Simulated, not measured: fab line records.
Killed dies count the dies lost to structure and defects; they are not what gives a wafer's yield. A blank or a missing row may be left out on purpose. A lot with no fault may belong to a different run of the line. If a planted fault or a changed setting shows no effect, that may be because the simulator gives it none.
Matching of chambers + flow n5-finfet + N5_BEOL_M12_ILD_DEP_00 on pecvd-03: 3 sister chambers
The step deposits SiOC from DEMS/O2, target thk 658.92 nm, time 130.7 s. 6 wafers are shown with their chamber, then 10 later ones without.

## EACH WAFER AND ITS CHAMBER
| wafer  | chamber | throttle-valve-pct (%) | showerhead-plenum-p-Torr (Torr) |
|--------|---------|------------------------|---------------------------------|
| L078.6 | 2       | 11.2                   | 5.715                           |
| L080.4 | 2       | 11.1                   | 5.706                           |
| L082.3 | 1       | 12.1                   | 5.696                           |
| L082.4 | 0       | 12.5                   | 5.663                           |
| L087.1 | 1       | 11.8                   | 5.689                           |
| L087.2 | 0       | 12.3                   | 5.702                           |

## WAFERS WHOSE CHAMBER IS MISSING
| wafer  | throttle-valve-pct (%) | showerhead-plenum-p-Torr (Torr) |
|--------|------------------------|---------------------------------|
| L087.5 | 11.2                   | 5.709                           |
| L091.2 | 11.4                   | 5.706                           |
| L091.5 | 12.4                   | 5.714                           |
| L091.6 | 12.3                   | 5.689                           |
| L095.2 | 12.0                   | 5.701                           |
| L095.5 | 12.3                   | 5.695                           |
| L095.6 | 12.2                   | 5.681                           |
| L094.1 | 11.6                   | 5.698                           |
| L094.3 | 12.4                   | 5.685                           |
| L094.4 | 12.0                   | 5.695                           |

## WHICH CHAMBER EACH ONE RAN IN
| wafer  | from the rows above     | in truth                   |
|--------|-------------------------|----------------------------|
| L087.5 | 2                       | 2                          |
| L091.2 | 2                       | 2                          |
| L091.5 | can't be placed: 0 or 1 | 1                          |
| L091.6 | can't be placed: 0 or 1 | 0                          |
| L095.2 | 1                       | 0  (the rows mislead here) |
| L095.5 | can't be placed: 0 or 1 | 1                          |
| L095.6 | can't be placed: 0 or 1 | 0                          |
| L094.1 | can't be placed: 1 or 2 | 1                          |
| L094.3 | 0                       | 0                          |
| L094.4 | 1                       | 1                          |
Placed correctly: 4 of 10. Unplaceable from these rows: 5, with the true chamber sitting among the candidates in 5. Number placed wrongly: 1.
How it was worked out, from the rows above alone: a wafer's distance from a chamber is the root of the sum, over the readings, of the square of ((its reading less the chamber's mean) divided by the reading's scatter). The wafer belongs to the nearest chamber; if the next one is less than 2 further off, it can't be placed. For every chamber, the mean is computed from those of its wafers that are shown. The scatter is the square root of a quotient: the sum, over the shown wafers, of each reading's squared deviation from its chamber's mean, divided by wafers minus chambers.
